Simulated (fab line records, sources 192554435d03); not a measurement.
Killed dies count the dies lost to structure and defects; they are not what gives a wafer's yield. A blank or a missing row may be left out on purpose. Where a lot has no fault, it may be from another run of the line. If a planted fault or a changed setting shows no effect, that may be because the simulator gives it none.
Matching of chambers + flow n5 finfet + N5_BEOL_M6_ILD_DEP_00 on pecvd-01: 3 sister chambers
The step deposits SiCOH lowk from DEMS/porogen, target thk 179.75 nm, time 33.4 s. 22 wafers are shown with their chamber, then 11 later ones without.

== WAFERS WITH THEIR CHAMBER ==
| wafer  | chamber | throttle valve pct (%) | showerhead plenum p Torr (Torr) | heater power w (W) |
|--------|---------|------------------------|---------------------------------|--------------------|
| L075.4 | 1       | 15.7                   | 5.758                           | 313                |
| L075.5 | 2       | 12.8                   | 5.773                           | 327                |
| L075.6 | 0       | 13.8                   | 5.737                           | 282                |
| L079.1 | 2       | 13.0                   | 5.794                           | 349                |
| L079.3 | 0       | 13.9                   | 5.738                           | 259                |
| L079.6 | 2       | 13.2                   | 5.779                           | 359                |
| L080.3 | 0       | 13.7                   | 5.738                           | 253                |
| L080.4 | 2       | 13.3                   | 5.792                           | 320                |
| L080.5 | 0       | 13.7                   | 5.741                           | 271                |
| L081.2 | 0       | 14.1                   | 5.744                           | 260                |
| L081.3 | 2       | 13.2                   | 5.764                           | 298                |
| L081.5 | 0       | 13.7                   | 5.741                           | 266                |
| L082.3 | 2       | 12.8                   | 5.778                           | 289                |
| L082.4 | 0       | 13.6                   | 5.735                           | 265                |
| L082.5 | 2       | 13.0                   | 5.771                           | 309                |
| L083.2 | 1       | 15.8                   | 5.752                           | 364                |
| L083.5 | 2       | 13.0                   | 5.766                           | 298                |
| L083.6 | 1       | 15.6                   | 5.748                           | 366                |
| L085.2 | 1       | 15.8                   | 5.758                           | 340                |
| L085.5 | 2       | 13.1                   | 5.764                           | 346                |
| L085.6 | 0       | 13.8                   | 5.733                           | 258                |
| L090.2 | 1       | 15.7                   | 5.768                           | 376                |

SIGNATURES (means of the wafers above)
| reading                  | chamber 0 | chamber 1 | chamber 2 | scatter within a chamber |
|--------------------------|-----------|-----------|-----------|--------------------------|
| throttle valve pct       | 13.787    | 15.720    | 13.044    | 0.152                    |
| showerhead plenum p Torr | 5.73837   | 5.75680   | 5.77567   | 0.00837                  |
| heater power w           | 264.25    | 351.80    | 321.67    | 20.9                     |
Rule: for a wafer and a chamber, the distance is found by dividing, reading by reading, the gap between the wafer's reading and the chamber's mean by the reading's scatter, squaring, summing and taking the root. The wafer belongs to the nearest chamber; if the next one is less than 2 further off, it can't be placed. The scatter: the root of (the sum of the squares of (reading less its chamber's mean) over the shown wafers, divided by (wafers less chambers)).

== WAFERS WITH NO CHAMBER GIVEN ==
| wafer  | throttle valve pct (%) | showerhead plenum p Torr (Torr) | heater power w (W) |
|--------|------------------------|---------------------------------|--------------------|
| L090.3 | 14.0                   | 5.744                           | 293                |
| L090.5 | 13.8                   | 5.729                           | 293                |
| L088.1 | 13.8                   | 5.747                           | 309                |
| L088.3 | 16.0                   | 5.743                           | 328                |
| L088.4 | 15.7                   | 5.763                           | 334                |
| L093.3 | 13.6                   | 5.737                           | 251                |
| L093.4 | 16.0                   | 5.763                           | 327                |
| L093.6 | 13.2                   | 5.786                           | 355                |
| L094.1 | 14.0                   | 5.735                           | 258                |
| L094.5 | 13.8                   | 5.733                           | 262                |
| L094.6 | 15.7                   | 5.770                           | 361                |

== CHAMBER TAKEN BY EACH ==
| wafer  | from the rows above | in truth |
|--------|---------------------|----------|
| L090.3 | 0                   | 0        |
| L090.5 | 0                   | 0        |
| L088.1 | 0                   | 0        |
| L088.3 | 1                   | 1        |
| L088.4 | 1                   | 1        |
| L093.3 | 0                   | 0        |
| L093.4 | 1                   | 1        |
| L093.6 | 2                   | 2        |
| L094.1 | 0                   | 0        |
| L094.5 | 0                   | 0        |
| L094.6 | 1                   | 1        |
Correct placement for 11 of the 11. From these rows, 0 cannot be placed. Number placed wrongly: 0.
